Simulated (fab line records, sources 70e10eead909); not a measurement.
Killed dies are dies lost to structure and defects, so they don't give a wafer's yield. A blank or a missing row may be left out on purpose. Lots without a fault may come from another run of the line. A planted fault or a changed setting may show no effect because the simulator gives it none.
fab line records | flow nand_harc
record lots=24 wafers=72 last_day=34
route steps=1302 shown A_STAIRCASE@834 A_SLIT@942
lots that met no fault: from a run of the same line without faults
start_h: hours from the record's first day to the start of the lot's first wafer shown | wait_h: hours since the lot's step before | " the same as in the row above | L1.1+2: a row that stands for several wafers | - no value, or no start given | * or withheld: withheld | < > ~ a bound
route shown NAME@n: a module of which the file shows steps, and the number in the route of the first | usual: mean/standard deviation of fault-free wafers | same: alike in all rows | chamber/n: place in a boat | sites: the reading at each site | _std_site: their standard deviation | _edge_site: outer sites' mean less inner sites' | radius_mm: how far each site lies from the wafer's centre | mask NAME#n: copy n | behind: the tool/chamber that last shaped the wafer | hold: why the lot was held/for how many hours/how that ended | device: the transistor (n, p or np) that didn't switch | end of line: the same wafers' tests at the end of the route | a step without rows: its recipe alone | killed: dies lost to structure and defects at the first sort, not the wafer's yield | map: a wafer's dies, x killed, . not, _ none there
set.NAME: the setting as run; set.NAME@STEP: as run at that earlier step | model.NAME: the simulator's own value behind a step, which no gauge read
steps of the route over a sample of lots; a table a step, a row a wafer
services: from which hour (start_h, from the record's first day; less than 0 if before it) a tool's chamber was out of use, for how many hours, and why
## steps
# step NHARC_A_STAIRCASE_ETCH_453
# recipe target_depth_a=300 overetch_a=30 time_s=16.5 ion_energy_ev=100 cf4_flow_sccm=80 o2_flow_sccm=20 ar_flow_sccm=0 rf_w=300 bias_w=100 chemistry=CF4/O2
# usual drypump_motor_current_A=5.8/0.51 o2_flow_sccm=20.00/0.053 oes_product_au=0.998/0.0075 rf_fwd_power_W=294.3/1.6 rf_vpp_V=198.1/1.4 showerhead_plenum_p_Torr=1.35/0.049 throttle_valve_pct=13.398/0.0087
# columns lot.wafer tool chamber start_h wait_h drypump_motor_current_A o2_flow_sccm oes_product_au rf_fwd_power_W rf_hours_counter_h rf_vpp_V showerhead_plenum_p_Torr throttle_valve_pct
L074.3 rie_diel-11 3 - - 5.0 20.05 0.994 292.6 39 197.7 1.32 13.398
L074.5 " 2 " " 6.0 19.98 1.000 296.5 - 199.0 1.37 13.383
L074.6 " 3 " " 5.0 19.97 1.001 292.5 - 197.4 1.33 13.404
L075.2 rie_diel-11 0 - - 6.3 20.02 0.997 291.4 45 197.6 1.38 13.387
L075.6 " 1 " " 6.2 19.96 0.999 294.5 - 198.8 1.39 13.404
L075.5 " 2 " " 6.1 20.05 1.010 295.8 - 198.4 1.37 13.413
L076.3 rie_diel-11 1 - - 6.2 20.01 0.992 294.0 40 200.7 1.39 13.397
L076.2 " 0 " " 6.3 20.00 1.001 292.6 47 199.3 1.38 13.412
L076.6 " 2 " " 6.1 19.97 0.999 297.3 - 199.3 1.37 13.399
L077.2 rie_diel-12 0 - - 5.0 20.00 1.002 294.4 46 197.2 1.30 13.398
L077.5 " 3 " " 6.1 20.01 0.983 293.4 - 198.6 1.30 13.397
L077.6 " 0 " " 5.0 19.91 0.991 294.1 - 195.9 1.30 13.406
L078.1 rie_diel-11 3 - - 5.0 19.97 0.997 291.9 54 196.3 1.32 13.397
L078.4 " 0 " " 6.3 19.96 1.004 291.9 54 199.2 1.38 13.381
L078.6 " 1 " " 6.2 20.01 1.002 296.4 - 199.7 1.39 13.410
L079.3 rie_diel-04 1 - - 6.6 19.97 0.989 291.4 21 195.3 1.24 13.399
L079.1 " 2 " " 6.2 20.04 0.994 294.8 26 198.2 1.37 13.401
L079.5 " 3 " " 6.0 19.95 0.997 296.7 - 199.9 1.41 13.390
L080.2 rie_diel-11 2 - - 6.1 19.99 1.006 295.6 3 197.5 1.37 13.396
L080.3 " 0 " " 6.3 19.95 0.995 293.3 2 197.6 1.38 13.400
L080.1 " 1 " " 6.2 20.02 0.998 295.7 3 198.1 1.39 13.398
L081.1 rie_diel-12 2 - - 5.4 19.96 0.985 293.1 2 197.7 1.37 13.392
L081.3 " 0 " " 5.0 20.03 0.995 295.3 2 196.6 1.30 13.401
L081.6 " 3 " " 6.1 19.99 0.985 293.8 - 196.0 1.29 13.404
L082.2 rie_diel-11 2 - - 6.1 20.11 1.017 295.8 10 197.5 1.37 13.403
L082.4 " 3 " " 5.0 19.89 1.000 293.6 9 197.9 1.32 13.402
L082.6 " 1 " " 6.2 19.97 1.013 293.8 - 198.4 1.39 13.398
L083.2 rie_diel-04 2 - - 6.2 19.96 0.998 294.0 40 197.6 1.37 13.404
L083.5 " 0 " " 5.3 20.03 0.994 294.7 - 196.8 1.28 13.398
L083.4 " 2 " " 6.2 20.09 0.983 293.3 - 199.0 1.37 13.398
L084.1 rie_diel-12 2 - - 5.5 20.01 0.995 292.8 11 198.3 1.37 13.401
L084.2 " 3 " " 6.1 19.86 0.994 293.9 11 196.8 1.29 13.394
L084.4 " 3 " " 6.1 19.90 0.984 293.2 - 196.9 1.29 13.396
L086.2 rie_diel-04 0 - - 5.3 19.94 0.997 296.6 41 196.9 1.28 13.393
L086.4 " 2 " " 6.2 19.95 0.999 291.9 - 198.4 1.37 13.395
L086.5 " 3 " " 6.0 19.96 0.999 298.5 - 199.7 1.41 13.391
L085.3 rie_diel-12 3 - - 6.1 19.95 0.998 293.5 12 194.8 1.29 13.391
L085.2 " 0 " " 5.0 20.03 1.001 294.6 11 196.7 1.30 13.389
L085.4 " 3 " " 6.1 20.04 0.997 293.5 - 197.3 1.29 13.400
L087.1 rie_diel-12 1 - - 5.5 20.10 1.005 294.0 15 197.6 1.36 13.404
L087.3 " 2 " " 5.4 20.00 0.996 293.0 19 198.6 1.37 13.384
L087.2 " 3 " " 6.1 20.03 0.991 292.5 20 196.7 1.29 13.382
L089.2 rie_diel-11 0 - - 6.3 20.05 0.991 292.6 32 198.6 1.37 13.392
L089.1 " 1 " " 6.2 19.99 1.006 293.7 35 198.4 1.38 13.394
L089.5 " 3 " " 5.0 20.01 1.001 293.6 - 198.1 1.31 13.420
L088.3 rie_diel-04 1 - - 6.6 19.96 1.014 293.5 0 200.3 1.45 13.409
L088.2 " 2 " " 6.2 19.90 0.988 293.5 0 199.3 1.36 13.384
L088.1 " 3 " " 6.0 19.96 1.001 298.0 0 200.3 1.41 13.399
L090.2 rie_diel-04 3 - - 6.0 19.94 0.998 296.6 2 198.3 1.40 13.409
L090.6 " 0 " " 5.2 20.01 0.992 295.9 - 197.3 1.28 13.395
L090.5 " 1 " " 6.6 19.94 1.003 291.6 - 201.4 1.45 13.407
L091.1 rie_diel-12 3 - - 6.1 20.04 1.004 294.3 31 197.2 1.29 13.404
L091.3 " 2 " " 5.5 19.90 0.978 294.4 30 198.8 1.37 13.402
L091.5 " 3 " " 6.1 20.04 0.999 293.6 - 196.6 1.29 13.408
L093.3 rie_diel-11 1 - - 6.2 20.07 1.007 292.2 47 199.4 1.38 13.387
L093.2 " 2 " " 6.1 19.92 1.013 295.2 46 200.6 1.36 13.395
L093.5 " 2 " " 6.1 20.01 1.005 294.9 - 197.8 1.36 13.394
L092.1 rie_diel-12 1 - - 5.5 19.98 0.993 293.7 31 198.2 1.35 13.393
L092.4 " 2 " " 5.5 19.94 0.998 294.0 33 198.1 1.37 13.387
L092.6 " 1 " " 5.5 19.97 1.011 294.0 - 196.9 1.35 13.397
L094.3 rie_diel-04 2 - - 6.2 20.05 1.000 294.6 10 198.5 1.36 13.400
L094.4 " 3 " " 5.9 20.03 1.009 296.1 9 198.2 1.40 13.401
L094.6 " 1 " " 6.5 20.04 0.996 294.4 - 200.6 1.44 13.390
L095.1 rie_diel-04 1 - - 6.6 19.99 0.993 291.2 10 201.4 1.44 13.395
L095.4 " 2 " " 6.2 20.07 0.992 293.5 12 198.4 1.36 13.408
L095.5 " 0 " " 5.3 20.03 0.987 295.3 - 196.0 1.27 13.408
L097.3 rie_diel-12 1 - - 5.5 19.91 1.002 294.2 43 197.9 1.35 13.394
L097.4 " 2 " " 5.4 20.07 0.991 292.4 44 198.4 1.36 13.381
L097.6 " 0 " " 5.0 20.05 1.001 294.6 - 197.6 1.29 13.416
L096.3 rie_diel-04 0 - - 5.2 20.03 0.986 296.2 18 197.7 1.27 13.402
L096.2 " 2 " " 6.2 20.08 0.999 291.8 35 198.3 1.35 13.402
L096.6 " 1 " " 6.6 19.96 1.011 293.6 - 199.0 1.44 13.392
# step NHARC_A_STAIRCASE_DEP_417
# recipe target_thk_a=600 step_coverage_pct=20 temp_c=400 target_thk_nm=60 flow_sccm=200 rf_w=450 material=Si3N4
# usual heater_power_w=744/120 rf_fwd_power_W=448.9/1.3
# columns lot.wafer tool chamber start_h wait_h heater_power_w rf_fwd_power_W
L074.3 pecvd-04 0 384.70 - 621 449.9
L074.5 " 2 " " 724 448.8
L074.6 " 0 " " 640 448.6
L075.2 pecvd-03 2 398.23 - 1004 451.0
L075.5 " 1 " " 725 450.1
L075.6 " 2 " " 991 449.0
L076.2 pecvd-04 0 404.71 - 573 449.5
L076.3 " 2 " " 858 450.8
L076.6 " 0 " " 574 449.2
L077.2 pecvd-03 2 412.60 - 1008 447.5
L077.5 " 2 " " 1012 449.5
L077.6 " 0 " " 780 448.3
L078.1 pecvd-04 1 426.25 - 781 449.4
L078.4 " 1 " " 779 446.3
L078.6 " 0 " " 590 447.0
L079.1 pecvd-04 1 429.35 - 694 448.9
L079.3 " 2 " " 849 447.3
L079.5 " 2 " " 846 448.3
L080.3 pecvd-02 0 453.75 - 820 448.0
L080.2 " 1 " " 806 451.0
L080.1 " 2 " " 614 450.6
L081.3 pecvd-02 0 461.83 - 878 449.8
L081.1 " 1 " " 732 446.9
L081.6 " 2 " " 563 447.9
L082.2 pecvd-03 0 468.51 - 757 446.9
L082.4 " 0 " " 630 448.0
L082.6 " 1 " " 764 448.4
L083.2 pecvd-04 2 472.35 - 846 447.3
L083.4 " 0 " " 626 449.2
L083.5 " 2 " " 845 447.6
L084.2 pecvd-03 1 487.97 - 653 448.5
L084.1 " 0 " " 700 448.9
L084.4 " 2 " " 1115 448.4
L086.2 pecvd-03 2 489.96 - 951 448.4
L086.5 " 0 " " 747 448.5
L086.4 " 1 " " 656 447.6
L085.3 pecvd-03 0 490.87 - 755 448.3
L085.2 " 1 " " 739 448.6
L085.4 " 1 " " 611 449.6
L087.3 pecvd-02 0 525.04 - 773 450.0
L087.1 " 1 " " 837 448.7
L087.2 " 2 " " 665 449.7
L089.1 pecvd-04 1 529.17 - 670 448.5
L089.2 " 0 " " 544 449.8
L089.5 " 0 " " 542 448.4
L088.1 pecvd-02 1 548.43 - 830 447.0
L088.3 " 2 " " 565 448.5
L088.2 " 0 " " 743 447.2
L090.2 pecvd-02 2 553.28 - 674 449.3
L090.6 " 2 " " 675 448.9
L090.5 " 0 " " 839 449.2
L091.1 pecvd-03 2 562.17 - 980 449.9
L091.3 " 1 " " 609 450.2
L091.5 " 1 " " 624 449.2
L093.2 pecvd-02 1 565.24 - 725 450.4
L093.3 " 0 " " 843 450.3
L093.5 " 0 " " 866 450.7
L092.1 pecvd-04 1 576.02 - 761 447.6
L092.6 " 0 " " 544 451.0
L092.4 " 1 " " 754 448.5
L094.3 pecvd-04 2 583.20 - 788 449.3
L094.6 " 1 " " 749 448.0
L094.4 " 2 " " 778 446.9
L095.1 pecvd-04 2 592.32 - 729 446.6
L095.4 " 0 " " 539 448.7
L095.5 " 1 " " 672 445.3
L097.3 pecvd-04 0 614.66 - 644 450.0
L097.4 " 2 " " 832 448.3
L097.6 " 1 " " 671 449.1
L096.2 pecvd-03 0 648.17 - 593 451.2
L096.3 " 1 " " 653 448.6
L096.6 " 2 " " 870 447.1
# step NHARC_A_STAIRCASE_ETCH_444
# recipe target_depth_a=2.04e+05 time_s=6800 c4f8_flow_sccm=20 o2_flow_sccm=10 ar_flow_sccm=withheld rf_w=600 bias_w=1000 chemistry=C4F8/O2
# usual oes_product_au=0.932/0.018 rf_fwd_power_W=599.9/1.8 rf_vpp_V=808/3.8
# columns lot.wafer tool chamber start_h wait_h oes_product_au rf_fwd_power_W rf_hours_counter_h rf_vpp_V
L074.3 rie_diel-12 1 423.90 1.0 0.921 603.7 54 808
L074.5 " 3 " " 0.931 600.9 - 805
L074.6 " 0 " " 0.930 599.0 - 804
L076.2 rie_diel-04 3 440.67 0.3 0.920 600.2 29 814
L076.3 " 0 " " 0.924 600.3 25 803
L076.6 " 0 443.07 2.6 0.926 598.8 - 801
L075.2 rie_diel-12 2 441.29 1.5 0.921 596.9 55 809
L075.6 " 3 " " 0.920 597.8 - 803
L075.5 " 0 " " 0.931 600.9 - 803
L077.2 rie_diel-11 0 452.05 1.0 0.967 599.3 3 811
L077.5 " 2 " " 0.994 598.8 - 811
L077.6 " 3 " " 0.979 601.6 - 807
L078.4 rie_diel-11 0 467.84 1.0 0.952 599.1 10 811
L078.1 " 1 " " 0.973 597.6 11 810
L078.6 " 2 " " 0.951 598.7 - 810
L079.3 rie_diel-12 0 467.98 1.0 0.977 600.7 6 805
L079.1 " 1 " " 0.966 599.4 5 807
L079.5 " 2 " " 0.953 599.8 - 809
L080.3 rie_diel-11 2 492.36 0.1 0.926 601.0 20 809
L080.2 " 3 " " 0.921 601.3 20 804
L080.1 " 1 " " 0.917 600.0 17 812
L081.3 rie_diel-11 1 503.12 0.1 0.926 597.7 21 812
L081.1 " 0 504.52 1.5 0.928 597.0 20 808
L081.6 " 2 " " 0.928 597.9 - 810
L083.2 rie_diel-11 0 509.67 0.1 0.935 599.3 22 810
L083.4 " 3 511.09 1.5 0.924 601.2 28 805
L083.5 " 1 " " 0.924 600.0 - 811
L082.4 rie_diel-04 3 510.37 0.6 0.930 598.1 54 812
L082.2 " 1 " " 0.914 599.3 30 799
L082.6 " 2 " " 0.914 605.4 - 811
L085.2 rie_diel-11 0 521.93 0.1 0.923 601.2 29 809
L085.4 " 2 " " 0.935 599.5 34 810
L085.3 " 3 " " 0.918 599.1 31 805
L086.4 rie_diel-12 0 521.96 0.1 0.908 600.8 21 804
L086.2 " 3 523.40 1.5 0.901 600.1 22 805
L086.5 " 0 " " 0.905 600.0 - 803
L084.1 rie_diel-04 3 522.65 0.6 0.931 600.0 61 812
L084.4 " 0 " " 0.920 601.6 50 800
L084.2 " 1 " " 0.933 599.0 36 799
L089.2 rie_diel-11 0 568.84 0.1 0.923 597.7 47 810
L089.1 " 2 " " 0.935 599.5 49 810
L089.5 " 0 " " 0.923 599.7 - 810
L087.3 rie_diel-04 3 569.47 0.5 0.923 602.8 6 814
L087.2 " 0 " " 0.918 599.5 6 802
L087.1 " 1 " " 0.921 599.7 6 816
L088.2 rie_diel-11 0 587.76 0.1 0.929 599.5 57 810
L088.3 " 1 " " 0.928 603.5 60 811
L088.1 " 3 " " 0.919 601.6 51 806
L090.2 rie_diel-12 0 588.05 0.5 0.982 600.7 41 802
L090.6 " 3 589.46 1.9 0.964 598.8 - 802
L090.5 " 0 " " 0.974 601.7 - 803
L093.2 rie_diel-04 1 600.12 0.1 0.924 597.7 13 817
L093.3 " 2 " " 0.917 603.3 15 809
L093.5 " 2 602.48 2.4 0.927 599.5 - 809
L091.1 rie_diel-11 1 600.65 0.4 0.937 598.6 65 810
L091.3 " 2 " " 0.934 603.9 59 808
L091.5 " 1 602.53 2.2 0.932 600.0 - 811
L092.1 rie_diel-12 1 617.41 0.5 0.929 600.7 46 809
L092.4 " 3 " " 0.924 598.5 51 802
L092.6 " 1 " " 0.929 599.7 - 808
L094.4 rie_diel-11 1 623.40 0.6 0.947 596.9 2 810
L094.3 " 2 " " 0.961 599.3 1 809
L094.6 " 0 " " 0.961 598.1 - 809
L095.1 rie_diel-04 2 630.82 0.8 0.927 599.4 29 809
L095.5 " 1 632.08 2.1 0.930 600.0 - 815
L095.4 " 3 633.35 3.3 0.923 598.3 - 810
L097.3 rie_diel-04 1 652.32 0.1 0.923 602.2 35 815
L097.4 " 2 " " 0.923 600.5 37 809
L097.6 " 1 654.25 2.0 0.922 603.1 - 816
L096.2 rie_diel-11 0 686.50 0.1 0.937 598.3 26 808
L096.3 " 1 " " 0.928 597.2 26 810
L096.6 " 0 688.40 1.9 0.941 599.4 - 809
# step NHARC_A_STAIRCASE_CMP_152
# usual motor_current_A=12.1/1.2
# columns lot.wafer tool chamber start_h wait_h motor_current_A
L074.3 cmp-02 3 428.28 0.1 10.6
L074.5 " 1 " " 11.7
L074.6 " 2 " " 10.9
L075.2 cmp-01 2 445.20 0.1 10.4
L075.6 " 3 " " 13.9
L075.5 " 0 " " 12.9
L076.3 cmp-03 0 446.00 0.1 12.3
L076.2 " 2 " " 13.7
L076.6 " 3 " " 11.1
L077.2 cmp-01 2 456.35 0.1 10.9
L077.6 " 2 " " 11.5
L077.5 " 3 " " 13.2
L078.1 cmp-03 3 472.19 0.1 10.9
L078.4 " 1 " " 11.2
L078.6 " 3 " " 11.3
L079.3 cmp-02 2 472.29 0.1 10.4
L079.1 " 3 " " 10.5
L079.5 " 0 " " 13.5
L080.2 cmp-01 1 497.65 0.1 11.4
L080.1 " 2 " " 10.8
L080.3 " 3 " " 13.8
L081.3 cmp-01 1 508.37 0.1 11.4
L081.1 " 2 " " 11.2
L081.6 " 3 " " 13.7
L083.2 cmp-02 1 514.93 0.1 11.5
L083.4 " 2 " " 10.5
L083.5 " 1 " " 11.5
L082.4 cmp-01 0 515.19 0.1 13.7
L082.2 " 2 " " 11.3
L082.6 " 0 " " 13.9
L085.3 cmp-03 3 527.20 0.1 11.4
L085.4 " 0 " " 12.7
L085.2 " 1 " " 10.3
L086.4 cmp-01 3 527.49 0.1 13.1
L086.2 " 2 " " 11.4
L086.5 " 0 " " 13.4
L084.1 cmp-01 0 527.77 0.1 14.2
L084.4 " 1 " " 11.9
L084.2 " 3 " " 13.0
L089.2 cmp-01 0 574.12 0.1 12.9
L089.1 " 3 " " 13.6
L089.5 " 1 " " 11.4
L087.3 cmp-02 1 574.24 0.1 11.4
L087.2 " 3 " " 11.2
L087.1 " 0 " " 14.0
L090.2 cmp-03 0 592.87 0.1 12.9
L090.6 " 1 " " 10.1
L090.5 " 2 " " 12.9
L088.3 cmp-01 3 592.97 0.1 13.3
L088.2 " 0 " " 13.3
L088.1 " 2 " " 10.8
L093.2 cmp-02 3 605.58 0.1 10.2
L093.3 " 1 " " 11.9
L093.5 " 2 " " 11.0
L091.1 cmp-01 3 605.91 0.1 14.1
L091.3 " 0 " " 13.2
L091.5 " 3 " " 13.4
L092.4 cmp-01 1 622.36 0.1 11.4
L092.1 " 2 " " 11.0
L092.6 " 2 " " 10.7
L094.4 cmp-02 3 628.23 0.1 10.5
L094.3 " 0 " " 13.4
L094.6 " 2 " " 10.6
L095.4 cmp-01 1 636.43 0.1 11.2
L095.1 " 2 " " 11.0
L095.5 " 0 " " 13.5
L097.4 cmp-02 3 657.63 0.1 10.6
L097.3 " 2 " " 10.3
L097.6 " 0 " " 13.1
L096.3 cmp-03 3 691.77 0.1 11.5
L096.2 " 1 " " 10.3
L096.6 " 3 " " 11.1
# step NHARC_A_SLIT_ETCH_29
# recipe target_depth_a=1000 overetch_a=100 time_s=55 ion_energy_ev=100 cf4_flow_sccm=80 o2_flow_sccm=20 ar_flow_sccm=0 rf_w=300 bias_w=100 chemistry=CF4/O2
# usual drypump_motor_current_A=5.5/0.47 o2_flow_sccm=20.01/0.061 oes_product_au=1.003/0.0083 rf_fwd_power_W=297.0/1.4 rf_vpp_V=197.1/1.3 showerhead_plenum_p_Torr=1.30/0.051 throttle_valve_pct=13.398/0.0094
# columns lot.wafer tool chamber start_h wait_h drypump_motor_current_A o2_flow_sccm oes_product_au rf_fwd_power_W rf_hours_counter_h rf_vpp_V showerhead_plenum_p_Torr throttle_valve_pct
L074.3 rie_diel-06 2 452.42 0.1 5.0 20.00 1.000 292.9 8 198.3 1.36 13.405
L074.5 " 2 " " 5.0 20.05 1.002 295.2 - 199.1 1.36 13.408
L074.6 " 3 " " 5.5 20.15 0.994 298.2 - 196.0 1.24 13.415
L076.3 rie_diel-13 1 466.54 0.1 5.2 20.10 1.003 297.9 9 196.8 1.28 13.400
L076.2 " 3 " " 6.4 20.03 1.017 296.6 10 195.5 1.25 13.409
L076.6 " 1 " " 5.1 20.06 1.007 296.0 - 196.2 1.28 13.406
L075.2 rie_diel-08 0 468.85 0.1 5.4 20.04 0.997 297.0 4 199.0 1.36 13.401
L075.6 " 2 " " 6.0 19.98 0.994 300.5 - 195.0 1.26 13.397
L075.5 " 0 " " 5.4 20.06 1.001 297.2 - 198.8 1.36 13.407
L077.2 rie_diel-13 3 479.81 0.1 6.4 19.90 1.012 297.6 10 196.9 1.25 13.408
L077.5 " 2 " " 5.0 19.97 0.997 298.3 - 199.3 1.34 13.415
L077.6 " 3 " " 6.3 19.87 1.013 296.8 - 195.8 1.25 13.404
L079.3 rie_diel-08 3 495.96 0.1 6.2 19.91 1.005 297.4 7 197.5 1.32 13.390
L079.1 " 0 " " 5.4 19.94 1.006 296.9 7 197.9 1.36 13.392
L079.5 " 2 " " 6.0 20.11 0.999 299.1 - 195.7 1.26 13.403
L078.1 rie_diel-06 3 497.20 0.1 5.5 19.87 1.014 297.4 0 195.9 1.24 13.392
L078.4 " 0 " " 5.5 20.02 1.005 297.0 0 196.4 1.26 13.408
L078.6 " 1 " " 6.4 19.92 1.003 296.1 - 197.5 1.26 13.398
L080.3 rie_diel-08 0 518.95 0.1 5.4 19.95 1.008 298.1 8 199.0 1.36 13.380
L080.2 " 1 " " 5.4 19.96 0.996 298.8 6 198.9 1.39 13.384
L080.1 " 3 " " 6.2 19.98 1.010 296.4 8 196.7 1.32 13.406
L081.3 rie_diel-13 1 530.64 0.1 5.2 20.00 1.010 297.6 0 196.3 1.28 13.390
L081.1 " 0 " " 5.0 19.97 1.017 297.3 0 197.0 1.27 13.399
L081.6 " 2 " " 5.0 20.00 0.998 297.8 - 199.6 1.34 13.404
L083.2 rie_diel-06 2 534.95 0.1 5.0 20.01 1.004 296.3 2 198.0 1.36 13.388
L083.4 " 0 " " 5.4 20.05 0.994 295.2 2 196.9 1.26 13.407
L083.5 " 3 " " 5.5 19.97 0.993 297.1 - 196.6 1.24 13.392
L082.4 rie_diel-08 0 538.78 0.1 5.4 19.96 1.001 297.6 9 198.9 1.36 13.411
L082.2 " 2 " " 6.0 19.99 1.009 300.0 12 195.3 1.26 13.407
L082.6 " 0 " " 5.4 20.04 1.009 297.8 - 197.7 1.36 13.413
L085.3 rie_diel-13 1 547.20 0.1 5.2 19.99 0.999 298.3 1 197.0 1.28 13.400
L085.4 " 2 " " 5.0 19.99 0.992 296.1 1 196.9 1.34 13.390
L085.2 " 3 " " 6.3 20.13 1.007 297.6 1 197.0 1.25 13.384
L084.2 rie_diel-13 3 549.40 0.1 6.3 20.04 1.000 295.2 2 195.2 1.25 13.403
L084.1 " 0 " " 5.1 20.04 1.014 296.0 2 197.3 1.27 13.388
L084.4 " 0 " " 5.0 20.03 1.010 296.2 - 197.1 1.27 13.397
L086.4 rie_diel-06 3 551.00 0.1 5.5 19.99 0.996 297.1 4 195.7 1.24 13.390
L086.2 " 1 " " 6.4 19.98 0.994 297.9 5 195.8 1.26 13.389
L086.5 " 3 " " 5.5 19.96 0.986 297.3 - 195.5 1.24 13.409
L089.1 rie_diel-06 3 599.60 0.1 5.5 20.02 1.000 297.3 7 195.1 1.24 13.389
L089.2 " 0 " " 5.5 19.97 0.999 296.9 7 196.9 1.26 13.416
L089.5 " 0 " " 5.4 20.05 1.003 294.5 - 195.7 1.26 13.399
L087.2 rie_diel-08 2 601.39 0.1 5.9 20.01 0.997 297.7 3 195.9 1.26 13.393
L087.3 " 3 " " 6.2 19.99 0.993 295.0 3 197.1 1.32 13.400
L087.1 " 0 " " 5.4 19.96 0.995 297.5 2 198.1 1.36 13.404
L090.2 rie_diel-13 0 613.50 0.1 5.1 20.02 1.015 296.8 4 195.5 1.27 13.406
L090.5 " 1 " " 5.2 20.02 1.012 298.1 - 198.1 1.28 13.406
L090.6 " 2 " " 5.0 20.00 1.006 296.8 - 197.3 1.34 13.401
L088.3 rie_diel-06 0 614.02 0.1 5.5 20.06 0.995 296.6 8 197.1 1.26 13.397
L088.2 " 1 " " 6.4 19.98 1.004 297.7 9 196.2 1.26 13.406
L088.1 " 2 " " 5.0 20.03 1.010 294.8 9 197.6 1.36 13.417
L091.3 rie_diel-06 2 627.13 0.1 5.0 20.01 1.005 296.0 10 196.4 1.36 13.398
L091.1 " 0 " " 5.4 20.03 0.993 294.7 9 194.7 1.26 13.400
L091.5 " 2 " " 5.0 19.95 1.000 296.0 - 199.3 1.36 13.389
L093.2 rie_diel-08 3 627.30 0.6 6.2 20.01 1.006 295.0 5 196.4 1.32 13.407
L093.3 " 3 " " 6.2 20.04 1.014 295.5 - 198.4 1.32 13.406
L093.5 " 3 " " 6.2 20.07 1.021 295.4 - 197.9 1.32 13.406
L092.4 rie_diel-06 0 644.60 0.1 5.4 20.00 0.989 296.0 10 196.0 1.25 13.393
L092.1 " 1 " " 6.3 20.07 0.992 298.4 11 196.0 1.26 13.388
L092.6 " 1 " " 6.4 20.05 0.994 297.3 - 196.9 1.26 13.411
L094.3 rie_diel-06 2 649.21 0.1 5.0 20.08 1.008 294.9 11 197.1 1.36 13.391
L094.6 " 0 " " 5.4 20.15 1.004 295.4 - 196.1 1.25 13.375
L094.4 " 2 " " 5.0 20.00 0.999 294.5 - 197.0 1.36 13.395
L095.4 rie_diel-06 3 659.67 0.1 5.5 19.94 0.996 297.3 11 196.5 1.24 13.404
L095.1 " 1 " " 6.4 19.93 1.014 296.5 11 196.5 1.26 13.410
L095.5 " 0 " " 5.4 20.04 1.002 295.8 - 195.9 1.25 13.403
L097.4 rie_diel-13 1 683.61 0.1 5.2 19.95 1.014 297.8 7 197.9 1.28 13.403
L097.3 " 3 " " 6.3 19.97 0.993 296.6 7 196.1 1.25 13.387
L097.6 " 1 " " 5.2 19.98 1.007 297.1 - 196.6 1.28 13.413
L096.2 rie_diel-08 0 716.48 0.1 5.4 20.03 1.003 297.5 8 197.7 1.36 13.390
L096.3 " 1 " " 5.4 19.93 1.012 298.6 8 199.0 1.39 13.396
L096.6 " 0 " " 5.4 19.95 1.003 296.7 - 198.2 1.36 13.408
# step NHARC_A_SLIT_CD_MEAS_21
# usual cd_nm=289.6/0.78
# columns lot.wafer tool chamber start_h wait_h cd_nm
L074.3 cd_sem-03 - 452.96 - 288.3
L074.5 " - " " 289.3
L074.6 " - " " 288.6
L076.2 cd_sem-03 - 467.08 - 288.0
L076.3 " - " " 289.9
L076.6 " - " " 289.2
L075.2 cd_sem-01 - 469.44 - 289.7
L075.5 " - " " 289.8
L075.6 " - " " 289.1
L077.2 cd_sem-03 - 480.34 - 290.1
L077.5 " - " " 288.6
L077.6 " - " " 289.5
L079.1 cd_sem-03 - 496.49 - 290.3
L079.3 " - " " 289.7
L079.5 " - " " 290.3
L078.1 cd_sem-01 - 497.73 - 290.4
L078.4 " - " " 291.0
L078.6 " - " " 290.7
L080.1 cd_sem-03 - 519.48 - 288.5
L080.2 " - " " 289.0
L080.3 " - " " 288.8
L081.1 cd_sem-01 - 531.17 - 290.5
L081.3 " - " " 290.8
L081.6 " - " " 290.9
L083.2 cd_sem-02 - 535.50 - 289.8
L083.4 " - " " 289.0
L083.5 " - " " 289.4
L082.2 cd_sem-03 - 539.32 - 290.8
L082.4 " - " " 289.9
L082.6 " - " " 289.9
L085.2 cd_sem-03 - 547.73 - 289.2
L085.3 " - " " 289.7
L085.4 " - " " 289.8
L084.1 cd_sem-02 - 549.99 - 288.8
L084.2 " - " " 288.6
L084.4 " - " " 288.7
L086.2 cd_sem-02 - 551.54 - 288.3
L086.4 " - " " 288.6
L086.5 " - " " 289.5
L089.1 cd_sem-02 - 600.13 - 289.2
L089.2 " - " " 290.0
L089.5 " - " " 290.0
L087.1 cd_sem-03 - 601.92 - 289.9
L087.2 " - " " 290.1
L087.3 " - " " 289.8
L090.2 cd_sem-03 - 614.03 - 290.2
L090.5 " - " " 290.4
L090.6 " - " " 290.5
L088.1 cd_sem-01 - 614.55 - 289.2
L088.2 " - " " 288.9
L088.3 " - " " 289.6
L091.1 cd_sem-02 - 627.66 - 289.0
L091.3 " - " " 288.6
L091.5 " - " " 288.2
L093.2 cd_sem-03 - 628.03 - 290.1
L093.3 " - " " 290.4
L093.5 " - " " 290.3
L092.1 cd_sem-03 - 645.13 - 289.1
L092.4 " - " " 289.5
L092.6 " - " " 289.8
L094.3 cd_sem-02 - 649.81 - 288.9
L094.4 " - " " 288.8
L094.6 " - " " 289.5
L095.1 cd_sem-02 - 660.20 - 290.0
L095.4 " - " " 290.7
L095.5 " - " " 290.6
L097.3 cd_sem-02 - 684.15 - 290.4
L097.4 " - " " 291.0
L097.6 " - " " 290.7
L096.2 cd_sem-01 - 717.02 - 288.8
L096.3 " - " " 289.2
L096.6 " - " " 288.6
## services
# columns tool chamber start_h hours kind
rie_diel-04 - 357.82 9.0 pm
cmp-01 - 375.17 5.0 repair
cmp-01 - 383.55 4.0 pm
rie_diel-04 1 395.52 5.5 repair
rie_diel-12 - 396.22 1.2 repair
rie_diel-04 1 411.04 2.2 repair
rie_diel-04 0 416.90 7.5 repair
rie_diel-12 - 445.50 9.0 pm
rie_diel-04 1 446.43 59.4 repair
cmp-01 - 481.55 4.0 pm
rie_diel-11 2 488.06 1.5 repair
cmp-01 - 494.14 0.3 repair
cmp-01 - 498.62 1.1 repair
rie_diel-04 - 534.82 9.0 pm
rie_diel-12 3 562.56 6.0 repair
rie_diel-11 3 579.65 3.0 repair
rie_diel-11 - 609.54 9.0 pm
rie_diel-04 0 614.70 15.9 repair
rie_diel-12 - 622.57 9.0 pm
rie_diel-04 2 661.17 3.2 repair
rie_diel-11 1 673.45 4.3 repair
rie_diel-12 - 693.04 1.3 repair
rie_diel-11 0 705.57 9.4 repair
rie_diel-04 - 711.82 9.0 pm
## key
fault none
